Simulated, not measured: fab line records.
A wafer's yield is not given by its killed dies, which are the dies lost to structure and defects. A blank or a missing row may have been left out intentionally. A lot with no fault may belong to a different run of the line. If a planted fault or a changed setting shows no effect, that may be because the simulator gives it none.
Chamber matching -- flow n5-finfet -- N5_BEOL_M14_DESCUM_33 on rie-diel-01 has 4 sister chambers
The step chemistry O2, time 7.9 s. 8 wafers are shown with their chamber, then 9 later ones without.

## WAFERS PAIRED WITH THEIR CHAMBERS
wafer,chamber,throttle-valve-pct (%),drypump-motor-current-A (A)
L083.1,3,20.42,5.8
L083.5,2,20.32,5.5
L086.6,2,20.33,5.5
L089.1,3,20.44,5.8
L089.3,0,20.70,5.4
L090.1,1,20.15,4.8
L090.3,0,20.74,5.3
L090.5,1,20.15,4.8

## WAFERS WITH NO CHAMBER GIVEN
wafer,throttle-valve-pct (%),drypump-motor-current-A (A)
L091.1,20.46,5.7
L091.5,20.16,4.9
L091.6,20.73,5.4
L092.1,20.45,5.8
L092.2,20.34,5.5
L092.3,20.75,5.4
L097.3,20.73,5.4
L097.4,20.45,5.8
L097.5,20.16,4.9

## WHICH CHAMBER EACH ONE RAN IN
wafer,from the rows above,in truth
L091.1,3,3
L091.5,1,1
L091.6,0,0
L092.1,3,3
L092.2,2,2
L092.3,0,0
L097.3,0,0
L097.4,3,3
L097.5,1,1
9 of 9 placed correctly. From these rows, 0 cannot be placed. Number placed wrongly: 0.
How it was worked out, from the rows above alone: a wafer's distance from a chamber is the root of the sum, over the readings, of the square of ((its reading less the chamber's mean) divided by the reading's scatter). The wafer belongs to the nearest chamber; if the next one is less than 2 further off, it can't be placed. For every chamber, the mean is computed from those of its wafers that are shown. The scatter is the square root of a quotient: the sum, over the shown wafers, of each reading's squared deviation from its chamber's mean, divided by wafers minus chambers.
